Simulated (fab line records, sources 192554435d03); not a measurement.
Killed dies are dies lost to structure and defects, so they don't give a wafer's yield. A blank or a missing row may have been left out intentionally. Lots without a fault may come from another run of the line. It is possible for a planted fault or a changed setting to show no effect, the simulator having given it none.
A struck lot beside a sound one | flow n5-finfet | 38 steps out of a route of 1938
Sound: the wafers L630.1, L630.5, L630.6. Wafers struck: L625.2, L625.4, L625.5. The cause comes at the end.
For every step that has rows: the tool of each side, followed by ch and its chambers, followed by its first start. Under that, the readings that differ: sound wafers | struck wafers | difference of the means | sigmas: that difference in standard deviations of wafers without a fault.
alike: readings whose means differ by less than 2 such deviations, and words and numbers that are the same on both sides. not compared: withheld readings, readings that some wafer has no value for, bounds like >300 that may hide the same value, and numbers for which the record gives no deviation and whose values overlap.
The two part at a step that has a row with sigmas, a row that says differs or no value, or rows on one side only. Numbers that don't overlap but have no deviation are shown without sigmas and don't part them. A reading that every wafer of one side lacks parts them only if that side has two wafers or more.

first, 9 steps without rows for these wafers: N5_HKMG_FIN_COAT_42 (time 60 s, resist thk 35 nm); N5_HKMG_FIN_COAT_43 (resist thk 90 nm); N5_HKMG_FIN_EBR_45; N5_HKMG_FIN_SOFTBAKE_44 (time 60 s); N5_HKMG_FIN_EXPOSE_46 (exposes mask NDIPOLE); N5_HKMG_FIN_PEB_47 (peb time 60 s); N5_HKMG_FIN_DEVELOP_48 (develop time 30 s); N5_HKMG_FIN_DESCUM_53 (chemistry O2, time 7.9 s); N5_HKMG_FIN_ETCH_54 (etches SiARC in CF4, target depth 45.5 nm, time 75.8 s).
N5_HKMG_FIN_ETCH_55: etches SOC in N2/H2, target depth 240 nm, time 300 s.
  sound on rie-diel-04 ch 0,2,3, day 8 17:25; struck on rie-diel-02 ch 1,3, day 7 08:26
  alike: drypump-motor-current-A, oes-product-au, rf-fwd-power-W, rf-vpp-V, showerhead-plenum-p-Torr, throttle-valve-pct
  not compared: rf-hours-counter-h
then, 25 steps without rows for these wafers: N5_HKMG_FIN_STRIP_56 (strips in N2/H2); N5_HKMG_FIN_STRIP_57 (strips in CF4); N5_HKMG_FIN_ETCH_58 (etches SOC in N2/H2, target depth 215.8 nm, time 741 s); N5_HKMG_FIN_STRIP_93 (strips SOC in N2/H2, time 20 s); N5_HKMG_FIN_WET_ETCH_76 (etches Al2O3 in dNH4OH, stops on La2O3, target depth 2.25 nm, rinse time 30 s); N5_HKMG_FIN_STRIP_60 (strips in N2/H2, time 360 s); N5_HKMG_FIN_WET_ETCH_77 (etches La2O3 in dHCl, stops on HfO2, target depth 2 nm); N5_HKMG_FIN_WET_ETCH_78 (etches Al2O3 in dNH4OH, stops on La2O3, target depth 4.5 nm, rinse time 30 s); N5_HKMG_FIN_ALD_79 (deposits TiN, target thk 1.5 nm, pulse time 1 s, purge time 3 s); N5_HKMG_FIN_CVD_62 (deposits a-Si from Si2H6, target thk 3 nm, time 20.8 s); N5_HKMG_FIN_RTA_80 (time 2 s); N5_HKMG_FIN_PRECLEAN_64 (cleans in dHF, time 30 s); N5_HKMG_FIN_WET_ETCH_65 (etches a-Si in TMAH, stops on TiN, time 49 s, target depth 3 nm); N5_HKMG_FIN_WET_ETCH_81 (etches TiN in SC1, stops on HfO2, time 57 s, target depth 6 nm); N5_HKMG_FIN_WET_ETCH_82 (etches La2O3 in dHCl, stops on HfO2, target depth 2 nm, rinse time 30 s); N5_HKMG_FIN_ALD_36 (deposits TiN, target thk 1 nm, pulse time 1 s, purge time 3 s); N5_HKMG_FIN_PWFM_ALD_03 (deposits TiN, target thk 2 nm, pulse time 1 s, purge time 3 s); N5_HKMG_FIN_COAT_29 (time 60 s, resist thk 300 nm); N5_HKMG_FIN_COAT_30 (time 60 s, resist thk 35 nm); N5_HKMG_FIN_COAT_06 (resist thk 90 nm); N5_HKMG_FIN_EBR_08; N5_HKMG_FIN_SOFTBAKE_07 (time 60 s); N5_HKMG_FIN_EXPOSE_09 (exposes mask NWFM); N5_HKMG_FIN_PEB_10 (peb time 60 s); N5_HKMG_FIN_DEVELOP_11 (develop time 30 s).
N5_HKMG_FIN_INSPECT_14: inspects for defects (macro).
  sound on defect-inspect-02 at day 8 20:47; struck on defect-inspect-02 at day 7 11:55
  reading          | sound | struck         | difference | sigmas
  raw-defect-count | 2 4 1 | >300 >300 >300 | differs    |
-- the record jumps here: 4 days lie between the struck wafers' starts before and after (it left off in module HKMG_FIN and takes up again in module BEOL_M4, whose first step shown is number 1111 of the route) --
N5_BEOL_M4_RC_MEAS_101:
  sound on prober-01 ch 0, day 12 10:23; struck on prober-01 ch 0, day 11 15:10
  alike: DIBL_N, DIBL_P, IOFF_N, IOFF_P, ION_N, ION_P, SS_N, SS_P, VT_N, VT_P
-- a jump in the record: the struck wafers' starts before and after are 4 days apart (it breaks off in module BEOL_M4 and resumes in module PASSIVATION, where the first step shown is number 1936 of the route) --
N5_PASSIVATION_PROBE_49:
  sound on prober-01 at day 16 10:15; struck on prober-02 at day 15 23:51
  reading                  | sound          | struck         | difference | sigmas
  defect-limited-yield (%) | 90.7 90.6 92.3 | 78.1 88.2 88.8 | -6.2       | -4
  killed-at-front-end      | 47 54 38       | 203 79 89      | +77        | +6
  killed-dies              | 110 111 91     | 258 139 132    | +72        | +4
  sort_bin_5_function (%)  | 5.5 5.0 4.0    | 13.3 7.0 6.0   | +3.9       | +4
  sort-n-pass              | 1070 1069 1089 | 922 1041 1048  | -72        | -4
  sort-yield-pct (%)       | 90.7 90.6 92.3 | 78.1 88.2 88.8 | -6.2       | -4
  alike: killed_at_M0_to_M3, killed_at_M4_up, killed-at-contacts, killed-at-other, killed-on-rim, killed-open, killed-short, sort_bin_6_memory

## WHERE THEY PART
First at N5_HKMG_FIN_INSPECT_14; last, within this record, at N5_PASSIVATION_PROBE_49.

WHY: whatever the simulator had introduced
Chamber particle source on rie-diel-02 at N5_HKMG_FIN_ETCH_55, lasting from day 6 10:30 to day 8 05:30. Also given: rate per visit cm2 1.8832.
